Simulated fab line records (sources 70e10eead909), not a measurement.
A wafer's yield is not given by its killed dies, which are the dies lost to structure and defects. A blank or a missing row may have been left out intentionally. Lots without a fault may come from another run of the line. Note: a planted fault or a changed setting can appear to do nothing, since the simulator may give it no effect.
Comparing a struck lot with a sound one -- flow nand_harc -- 42 out of 1159 route steps
Sound: the wafers L370.1, L370.2, L370.3. Struck: wafers L374.2, L374.4, L374.6. At the end, the cause is stated.
For every step that has rows: the tool of each side, followed by ch and its chambers, followed by its first start. Under that, the readings that differ: sound wafers -- struck wafers -- difference of the means -- sigmas: that difference in standard deviations of wafers without a fault.
alike: readings with means less than 2 such deviations apart, plus words and numbers identical on both sides. not compared: withheld readings, readings lacking a value on some wafer, bounds such as >300 that could conceal the same value, and numbers that have no deviation in the record and whose values overlap.
A row with sigmas, a row that says differs or no value, or rows on one side alone: a step with any of these is where the two part. When numbers do not overlap yet have no deviation, they are printed without sigmas and do not part them. A reading that every wafer of one side lacks parts them only if that side has two wafers or more.

NHARC_A_CONTACT_ETCH_117: etches the open film in C4F8/O2/Ar, time 94 s, target depth 922 nm.
  sound on har_cap_etch-02 ch 0,1, day 18 19:33; struck on har_cap_etch-03 ch 0,1, day 19 09:11
  not compared: rf_hours_counter_h
then, 6 steps without rows for these wafers: NHARC_A_CONTACT_ETCH_118 (etches the open film in C4F8/O2/Ar, time 94 s, target depth 922 nm); NHARC_A_CONTACT_ETCH_119 (etches the open film in C4F8/O2/Ar, time 94 s, target depth 922 nm); NHARC_A_CONTACT_ETCH_120 (etches the open film in C4F8/O2/Ar, time 94 s, target depth 922 nm); NHARC_A_CONTACT_ETCH_121 (etches the open film in C4F8/O2/Ar, time 94 s, target depth 922 nm); NHARC_A_CONTACT_ETCH_122 (etches the open film in C4F8/O2/Ar, time 95 s, target depth 930 nm); NHARC_A_CONTACT_ETCH_123 (etches the open film in C4F8/O2/Ar, time 253 s, target depth 1090 nm).
NHARC_A_CONTACT_ETCH_90: etches the open film in CH3F/O2, target depth 40 nm, time 85.7 s.
  sound on rie_diel-02 ch 0,1,3, day 18 20:42; struck on rie_diel-02 ch 0,1, day 19 10:23
reading,sound,struck,difference,sigmas
oes_product_au (a.u.),0.91 0.93 0.91,0.98 1.00 1.00,+0.08,+2
  alike: ch3f_flow_sccm, drypump_motor_current_A, mfc_ar_sccm, rf_fwd_power_W, rf_vpp_V, showerhead_plenum_p_Torr, throttle_valve_pct
  not compared: rf_hours_counter_h
NHARC_A_CONTACT_ETCH_96: etches the open film in C4F6/O2, target depth 20 nm, time 10 s.
  sound on rie_diel-02 ch 0,1,3, day 18 20:52; struck on rie_diel-02 ch 0,1,2
reading,sound,struck,difference,sigmas
oes_product_au (a.u.),0.932 0.934 0.953,0.997 0.987 0.987,+0.051,+2
  alike: drypump_motor_current_A, mfc_ar_sccm, rf_fwd_power_W, rf_vpp_V, showerhead_plenum_p_Torr, throttle_valve_pct
  not compared: rf_hours_counter_h
NHARC_A_CONTACT_CD_MEAS_53:
  sound on cd_sem-03, day 18 20:57; struck on cd_sem-02, day 19 10:36
  alike: cd_nm
then, 2 steps without rows for these wafers: NHARC_A_CONTACT_STRIP_99 (strips in N2/H2); NHARC_A_CONTACT_STRIP_100 (strips in CF4/CHF3).
NHARC_A_CONTACT_STRIP_101: strips in O2/COS.
  sound on rie_diel-04 ch 0,1,3, day 18 21:11; struck on rie_diel-04 ch 1,2,3, day 19 10:51
then, 4 steps without rows for these wafers: NHARC_A_CONTACT_ETCH_102 (etches the open film in CF4/O2, target depth 70 nm, overetch 7 nm, time 38.5 s); NHARC_A_CONTACT_STRIP_55 (strips in O2); NHARC_A_CONTACT_STRIP_56 (strips in post etch residue remover, time 600 s); NHARC_A_CONTACT_DEP_57 (deposits aC, target thk 2800 nm).
NHARC_A_CONTACT_DEP_58: deposits SiON, target thk 60 nm.
  sound on pecvd-02 ch 0,1,2, day 19 01:59; struck on pecvd-01 ch 0,1,2, day 19 15:09
  alike: heater_power_w, rf_fwd_power_W
then, 10 steps without rows for these wafers: NHARC_A_CONTACT_DEHYDRATE_59 (time 120 s); NHARC_A_CONTACT_HMDS_60 (time 30 s); NHARC_A_CONTACT_COAT_61 (time 75 s); NHARC_A_CONTACT_COAT_62 (time 65 s); NHARC_A_CONTACT_COAT_63 (resist thk 90 nm); NHARC_A_CONTACT_SOFTBAKE_64 (time 55 s); NHARC_A_CONTACT_EBR_65; NHARC_A_CONTACT_EXPOSE_66 (exposes mask A CC 2); NHARC_A_CONTACT_PEB_67 (peb time 65 s); NHARC_A_CONTACT_DEVELOP_68 (develop time 35 s).
NHARC_A_CONTACT_CD_MEAS_69: target cd 200 nm.
  sound on cd_sem-02 ch 0, day 19 02:42; struck on cd_sem-01 ch 0, day 19 15:45
  alike: cd_nm
NHARC_A_CONTACT_OVL_MEAS_70:
  sound on overlay-01, day 19 02:47; struck on overlay-01, day 19 15:50
  alike: overlay_x_nm, overlay_y_nm
then, 7 steps without rows for these wafers: NHARC_A_CONTACT_DESCUM_74 (chemistry O2, time 3 s); NHARC_A_CONTACT_ETCH_75 (etches the open film in CF4, target depth 39 nm, time 65 s); NHARC_A_CONTACT_ETCH_76 (etches the open film in N2/H2, target depth 260 nm, time 475.3 s); NHARC_A_CONTACT_ETCH_77 (etches the open film in CF4/CHF3, target depth 72.6 nm, time 36.3 s); NHARC_A_CONTACT_ETCH_78 (etches the open film in O2/COS, target depth 2800 nm, time 728 s); NHARC_A_CONTACT_ETCH_124 (etches the open film in C4F8/O2/Ar, time 140 s, target depth 700 nm); NHARC_A_CONTACT_ETCH_125 (etches the open film in C4F8/O2/Ar, time 155 s, target depth 956 nm).
NHARC_A_CONTACT_ETCH_126: etches the open film in C4F8/O2/Ar, time 155 s, target depth 956 nm.
  sound on har_cap_etch-03 ch 0,1, day 19 04:26; struck on har_cap_etch-03 ch 0,1, day 19 17:26
  not compared: rf_hours_counter_h
then, 3 steps without rows for these wafers: NHARC_A_CONTACT_ETCH_127 (etches the open film in C4F8/O2/Ar, time 155 s, target depth 956 nm); NHARC_A_CONTACT_ETCH_128 (etches the open film in C4F8/O2/Ar, time 155 s, target depth 956 nm); NHARC_A_CONTACT_ETCH_129 (etches the open film in C4F8/O2/Ar, time 155 s, target depth 956 nm).
-- break in the record here, with 2 days between the starts of the struck wafers on either side (left off in module A_CONTACT, picked up again in module END, where the first step shown is number 1159 on the route) --
NHARC_END_SORT_01:
  at this point the record logs the struck wafers (prober-02 ch 0, day 22 02:49) and has no rows for the sound ones

== WHERE THEY PART ==
Last at NHARC_END_SORT_01 as far as this record goes, first at NHARC_A_CONTACT_ETCH_90.

WHY: what had been put in by the simulator
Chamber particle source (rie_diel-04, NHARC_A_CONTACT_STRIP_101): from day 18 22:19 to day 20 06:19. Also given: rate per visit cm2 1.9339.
